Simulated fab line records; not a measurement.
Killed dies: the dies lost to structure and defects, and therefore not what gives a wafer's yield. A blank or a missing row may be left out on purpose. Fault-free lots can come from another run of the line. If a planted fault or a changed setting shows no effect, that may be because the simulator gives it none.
A struck lot beside a sound one -- flow n5_finfet -- 39 out of 1938 route steps
Sound: wafers L749.1, L749.4, L749.5. Struck: wafers L750.1, L750.6. (L750.3 of the same lot was not struck and is left out.) The cause comes at the end.
For every step that has rows: the tool of each side, followed by ch and its chambers, followed by its first start. Under that, the readings that differ: sound wafers -- struck wafers -- difference of the means -- sigmas: that difference in standard deviations of wafers without a fault.
alike: a reading whose means differ by less than 2 such deviations, as well as words and numbers matching on both sides. not compared: withheld readings; readings where some wafer has no value; bounds like >300 that might hide an equal value; numbers whose values overlap and for which the record gives no deviation.
Wherever a step has rows on one side only, a row that says differs or no value, or a row with sigmas, the two part there. Numbers that don't overlap but have no deviation are shown without sigmas and don't part them. A reading missing from all wafers of one side parts the sides only when that side holds two or more wafers.

first, 9 steps without rows for these wafers: N5_BEOL_M4_ANNEAL_95 (time 240 s); N5_BEOL_M4_SPUTTER_96 (material Cu, target thk 4.5 nm, time 8.29 s); N5_BEOL_M4_ECD_50 (material Cu, target thk 300 nm); N5_BEOL_M4_ANNEAL_51 (time 90 s); N5_BEOL_M4_CMP_52 (polishes, stops on SiOC, t overpolish 6.8 s, target thk 40 nm); N5_BEOL_M4_PRE_CLEAN_60 (time 15 s); N5_BEOL_M4_CO_CAP_55 (material Co, precursor CCTBA/H2, target thk 2 nm, time 102.1 s); N5_BEOL_M4_PRE_CLEAN_56 (time 15 s); N5_BEOL_M4_DEP_57 (deposits SiCN from 3MS/NH3, target thk 8 nm, time 14 s).
N5_BEOL_M4_RC_MEAS_101:
  sound on prober-02 ch 0, day 10 22:44; struck on prober-01 ch 0, day 10 22:31
  alike: DIBL_N, DIBL_P, IOFF_N, IOFF_P, ION_N, ION_P, SS_N, SS_P, VT_N, VT_P
then, 24 steps without rows for these wafers: N5_BEOL_M5_ILD_DEP_00 (deposits SiCOH lowk from DEMS/porogen, target thk 140.64 nm, time 25.9 s); N5_BEOL_M5_CURE_79 (cures SiCOH lowk, time 240 s); N5_BEOL_M5_PECVD_70 (deposits SiO2 from TEOS/O2, target thk 16 nm, time 18 s); N5_BEOL_M5_HM_DEP_02 (deposits TiN, target thk 20 nm); N5_BEOL_M5_COAT_59 (time 60 s, resist thk 60 nm); N5_BEOL_M5_COAT_60 (time 60 s, resist thk 12 nm); N5_BEOL_M5_COAT_71 (time 60 s, resist thk 5 nm); N5_BEOL_M5_COAT_05 (resist thk 30 nm); N5_BEOL_M5_EBR_07; N5_BEOL_M5_SOFTBAKE_06 (time 60 s); N5_BEOL_M5_EXPOSE_08 (exposes mask M5, target cd 28 nm); N5_BEOL_M5_PEB_09 (peb time 60 s); N5_BEOL_M5_DEVELOP_10 (develop time 30 s); N5_BEOL_M5_DESCUM_16 (chemistry O2, time 7 s); N5_BEOL_M5_ETCH_72 (etches underlayer in N2/H2, target depth 6.5 nm, time 5.2 s); N5_BEOL_M5_ETCH_61 (etches SiARC in CF4, target depth 15.6 nm, time 26 s); N5_BEOL_M5_ETCH_62 (etches SOC in N2/H2, target depth 75 nm, overetch 15 nm, time 112.5 s); N5_BEOL_M5_STRIP_63 (strips in N2/H2); N5_BEOL_M5_STRIP_73 (strips in N2/H2); N5_BEOL_M5_STRIP_64 (strips in CF4); N5_BEOL_M5_HM_OPEN_17 (chemistry Cl2/BCl3, target TiN, target depth 20 nm, overetch 6 nm); N5_BEOL_M5_STRIP_19 (strips in O2); N5_BEOL_M5_COAT_65 (time 60 s, resist thk 60 nm); N5_BEOL_M5_COAT_66 (time 60 s, resist thk 12 nm).
N5_BEOL_M7_HM_OPEN_17: chemistry Cl2/BCl3, target TiN, target depth 20 nm, overetch 6 nm.
  sound on rie_metal-01 ch 0,1, day 11 21:41; struck on rie_metal-03 ch 1, day 11 21:26
reading,sound,struck,difference,sigmas
model.etch.depth_nm (nm),19.71 20.2 20.03,14.54 14.59,-5.42,
model.SOC_of_BEOL_M7_COAT_59.thk_nm (nm),92.2 92.6 92.4,95.6 96,+3.4,
  alike: drypump_motor_current_A, oes_product_au, throttle_valve_pct
  not compared: rf_hours_counter_h
N5_BEOL_M7_VIA_ETCH_34: etches SiCOH lowk in C4F6/O2, target depth 125.5 nm, time 50.5 s.
  sound on rie_diel-01 ch 0,1, day 11 22:39; struck on rie_diel-06 ch 3, day 11 22:28
reading,sound,struck,difference,sigmas
oes_product_au (a.u.),0.85 0.70 0.85,0.32 0.32,-0.48,-5
  alike: drypump_motor_current_A, rf_vpp_V, showerhead_plenum_p_Torr, throttle_valve_pct
  not compared: rf_hours_counter_h
N5_BEOL_M7_OCD_MEAS_38:
  sound: ocd-01 at day 11 22:53; struck: ocd-01 at day 11 22:43
reading,sound,struck,difference,sigmas
trench_depth_nm (nm),94.2 90.5 92.4,- -,no value on the struck wafers,
N5_BEOL_M7_CD_MEAS_35: target cd 40 nm.
  sound: cd_sem-02 at day 11 23:03; struck: cd_sem-02 at day 11 22:52
reading,sound,struck,difference,sigmas
cd_nm (nm),40.3 40.1 40.6,- -,no value on the struck wafers,
-- here the record skips 3 days between the struck wafers' starts before and after, leaving off in module BEOL_M7 and picking up in module PASSIVATION (first step shown: number 1936 of the route) --
N5_PASSIVATION_PROBE_49:
  sound: prober-02 at day 15 10:53; struck: prober-02 at day 15 06:03
reading,sound,struck,difference,sigmas
defect_limited_yield (%),86.9 90.9 91.4,0 0,-90,-64
killed_at_M4_up,15 17 13,1077 1088,+1068,+99 or more
killed_at_other,5 2 2,10 8,+6,+2
killed_dies,155 107 101,1180 1180,+1059,+62
killed_on_rim,19 14 16,152 152,+136,+32
sort_bin_5_function (%),7.9 5.0 5.1,96.1 95.7,+89.9,+99 or more
sort_n_pass,1025 1073 1051,0 0,-1050,-26
sort_yield_pct (%),87 91 89,0 0,-89,-25
  alike: killed_at_M0_to_M3, killed_at_contacts, killed_at_front_end, killed_open, killed_short, sort_bin_6_memory, sort_bin_8_speed

## WHERE THEY PART
Last at N5_PASSIVATION_PROBE_49 as far as this record goes, first at N5_BEOL_M7_VIA_ETCH_34.

WHY: whatever the simulator had introduced
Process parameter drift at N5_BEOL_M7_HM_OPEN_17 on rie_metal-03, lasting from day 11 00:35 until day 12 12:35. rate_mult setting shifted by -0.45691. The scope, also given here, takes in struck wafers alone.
